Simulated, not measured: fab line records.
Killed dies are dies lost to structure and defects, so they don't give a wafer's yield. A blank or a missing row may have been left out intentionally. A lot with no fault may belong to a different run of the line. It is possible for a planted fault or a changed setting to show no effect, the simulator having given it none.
Which tool is to blame?    flow nand-harc    Sampling: 13 lots, 39 wafers, 5 of 1159 route steps

WHAT THE GAUGES READ, wafer by wafer
NHARC_END_SORT_01. Usual: killed-at-array 27, standard deviation 11; killed-at-other 0.7, standard deviation 1.1; killed-at-periphery 3.4, standard deviation 2.1; killed-dies 31, standard deviation 12; killed-open 3.6, standard deviation 2; killed-short 2.0, standard deviation 1.3.
lot   measured      on         killed-at-array  killed-at-other  killed-at-periphery  killed-dies  killed-open  killed-short  flag
L780  day 21 05:58  prober-01  19 24 26         0 0 1            0 3 5                19 27 32     3 2 8        2 3 0         
L783  day 21 18:23  prober-01  39 36 34         1 0 0            3 6 1                43 42 35     1 6 3        2 3 2         

EACH LOT AND THE TOOL THAT RAN IT (in order: tool; ch and the chambers of the sampled wafers; start)
lot   NHARC_A_WL_FILL_ALD_10            NHARC_A_WL_FILL_ALD_19               NHARC_A_WL_FILL_CMP_12         NHARC_A_CONTACT_DEP_24
L774  ald-hk-03 ch 0,1,2, day 15 17:58  ald-metal-04 ch 0,1,2, day 16 04:16  cmp-01 ch 1,2, day 16 13:35    pecvd-04 ch 0,1, day 16 14:16
L773  ald-hk-01 ch 2,3, day 15 18:00    ald-metal-01 ch 1,2,3, day 16 04:08  cmp-02 ch 0,1, day 16 09:21    pecvd-04 ch 0,2, day 16 09:53
L777  ald-hk-03 ch 0,2, day 16 06:23    ald-metal-02 ch 0,1,2, day 16 16:33  cmp-01 ch 1,3, day 16 21:50    pecvd-03 ch 0,1,2, day 16 22:29
L778  ald-hk-03 ch 1,2, day 16 18:52    ald-metal-01 ch 1,2,3, day 17 04:21  cmp-03 ch 0,3, day 17 13:11    pecvd-04 ch 0,1,2, day 17 13:47
L779  ald-hk-04 ch 0,2,3, day 16 19:44  ald-metal-04 ch 1,2, day 17 04:21    cmp-01 ch 1,2,3, day 17 10:06  pecvd-02 ch 0,1,2, day 17 10:47
L776  ald-hk-01 ch 0,3, day 16 22:04    ald-metal-04 ch 1,3, day 17 08:18    cmp-02 ch 0,1,2, day 17 15:23  pecvd-03 ch 0,2, day 17 15:57
L780  ald-hk-04 ch 0,1,2, day 17 06:25  ald-metal-01 ch 1,2,3, day 17 16:33  cmp-01 ch 1,2,3, day 18 00:01  pecvd-02 ch 0,1,2, day 18 00:34
L783  ald-hk-03 ch 1,2,3, day 18 01:49  ald-metal-02 ch 1,2,3, day 18 11:26  cmp-03 ch 0,1,3, day 18 16:37  pecvd-02 ch 0,2, day 18 17:10
L782  ald-hk-01 ch 1,2,3, day 18 01:49  ald-metal-04 ch 0,1, day 18 11:25    cmp-01 ch 0,1,3, day 18 16:41  pecvd-03 ch 0,2, day 18 17:20
L784  ald-hk-01 ch 0,2,3, day 18 14:24  ald-metal-01 ch 0,2, day 19 00:44    cmp-02 ch 0,1,3, day 19 07:44  pecvd-04 ch 1,2, day 19 08:19
L790  ald-hk-01 ch 2,3, day 19 15:37    ald-metal-02 ch 0,2, day 20 02:05    cmp-02 ch 1,3, day 20 08:42    pecvd-03 ch 1,2, day 20 09:16
L792  ald-hk-01 ch 0,1,2, day 19 21:41  ald-metal-02 ch 0,1,3, day 20 07:52  cmp-03 ch 1,2,3, day 20 13:46  pecvd-02 ch 0,2, day 20 14:22
L795  ald-hk-04 ch 0,3, day 20 22:44    ald-metal-01 ch 2,3, day 21 09:16    cmp-02 ch 0,1, day 21 14:49    pecvd-04 ch 0,1,2, day 21 15:25
- NHARC_A_WL_FILL_ALD_10: deposits SiO2, target thk 50 nm, pulse time 10 s, ald cycles 500.
- NHARC_A_WL_FILL_ALD_19: deposits TiN, target thk 2 nm, pulse time 3 s, ald cycles 100.
- NHARC_A_WL_FILL_CMP_12: polishes, t overpolish 30 s, target thk 75 nm.
- NHARC_A_CONTACT_DEP_24: deposits SiO2, target thk 500 nm.

AS READ BY THE TOOLS THEMSELVES (means over the sampled wafers that have a number; for cases with no such wafer, the mark the record gives instead)
NHARC_A_WL_FILL_ALD_10. Usual: heater-power-w 467 W, standard deviation 45; precursor-pulse-height-rel 1.000, standard deviation 0.02.
lot   tool       heater-power-w (W)  precursor-pulse-height-rel  flag
L774  ald-hk-03  493                 0.996                       
L773  ald-hk-01  444                 1.000                       
L777  ald-hk-03  479                 0.983                       
L778  ald-hk-03  491                 0.971                       
L779  ald-hk-04  432                 1.000                       
L776  ald-hk-01  478                 1.009                       
L780  ald-hk-04  469                 0.993                       
L783  ald-hk-03  513                 1.017                       
L782  ald-hk-01  421                 1.010                       
L784  ald-hk-01  472                 1.001                       
L790  ald-hk-01  442                 1.004                       
L792  ald-hk-01  461                 1.002                       
L795  ald-hk-04  436                 0.983                       

NHARC_A_WL_FILL_ALD_19. Usual: heater-power-w 1045 W, standard deviation 130; precursor-pulse-height-rel 0.999, standard deviation 0.019.
lot   tool          heater-power-w (W)  precursor-pulse-height-rel  flag
L774  ald-metal-04  1099                0.983                       
L773  ald-metal-01  941                 1.003                       
L777  ald-metal-02  1051                0.994                       
L778  ald-metal-01  941                 1.001                       
L779  ald-metal-04  1137                0.995                       
L776  ald-metal-04  1187                1.012                       
L780  ald-metal-01  937                 0.985                       
L783  ald-metal-02  993                 1.014                       
L782  ald-metal-04  1125                1.014                       
L784  ald-metal-01  1006                1.009                       
L790  ald-metal-02  1006                1.005                       
L792  ald-metal-02  1006                0.986                       
L795  ald-metal-01  896                 0.966                       

NHARC_A_WL_FILL_CMP_12. Usual: motor-current-A 12.2 A, standard deviation 1.4; overpolish-run-s 29.999 s, standard deviation 0.0096; pad-life-wafers 270, standard deviation 170; time-to-endpoint-s 14.9 s, standard deviation 2.4.
lot   tool    motor-current-A (A)  overpolish-run-s (s)  pad-life-wafers  time-to-endpoint-s (s)  flag
L774  cmp-01  11.3                 30.008                540              15.6                    
L773  cmp-02  10.8                 30.004                228              11.1                    
L777  cmp-01  12.0                 29.996                8                16.4                    
L778  cmp-03  12.0                 29.995                204              14.1                    
L779  cmp-01  11.3                 29.997                68               16.4                    
L776  cmp-02  12.4                 30.002                410              13.4                    
L780  cmp-01  11.4                 29.998                146              14.4                    
L783  cmp-03  12.7                 30.002                367              12.9                    
L782  cmp-01  12.8                 30.000                266              18.2                    
L784  cmp-02  11.3                 30.000                79               17.4                    
L790  cmp-02  12.0                 29.995                241              15.4                    
L792  cmp-03  12.8                 30.001                49               14.5                    
L795  cmp-02  10.9                 30.004                450              15.3                    

NHARC_A_CONTACT_DEP_24. Usual: heater-power-w 514 W, standard deviation 120; throttle-valve-pct 16.3 %, standard deviation 0.53.
lot   tool      heater-power-w (W)  throttle-valve-pct (%)  flag
L774  pecvd-04  603                 16.3                    
L773  pecvd-04  641                 16.3                    
L777  pecvd-03  427                 16.6                    
L778  pecvd-04  647                 16.0                    
L779  pecvd-02  406                 16.1                    
L776  pecvd-03  424                 16.4                    
L780  pecvd-02  448                 16.1                    
L783  pecvd-02  396                 16.3                    
L782  pecvd-03  379                 16.4                    
L784  pecvd-04  610                 16.2                    
L790  pecvd-03  487                 17.1                    
L792  pecvd-02  389                 16.3                    
L795  pecvd-04  649                 16.1                    

THE ANSWER, worked out from the rows above alone
Rule: a lot is off if the mean of its wafers that have a number lies more than 3 standard deviations from the usual mean. Also off: a lot with no number at a reading for which 4 or more lots have one. The other lots that the step has rows for count as sound. Order of review: gauges by route order, followed by the tools' own readings, for which a lot's mean as printed above is used. At the first step where some lot is off, the reading lying furthest off is the one used; lots without a number count as furthest.
Nothing can be told from this: no lot is off at any reading shown.

WHAT THE SIMULATOR HAD INSERTED
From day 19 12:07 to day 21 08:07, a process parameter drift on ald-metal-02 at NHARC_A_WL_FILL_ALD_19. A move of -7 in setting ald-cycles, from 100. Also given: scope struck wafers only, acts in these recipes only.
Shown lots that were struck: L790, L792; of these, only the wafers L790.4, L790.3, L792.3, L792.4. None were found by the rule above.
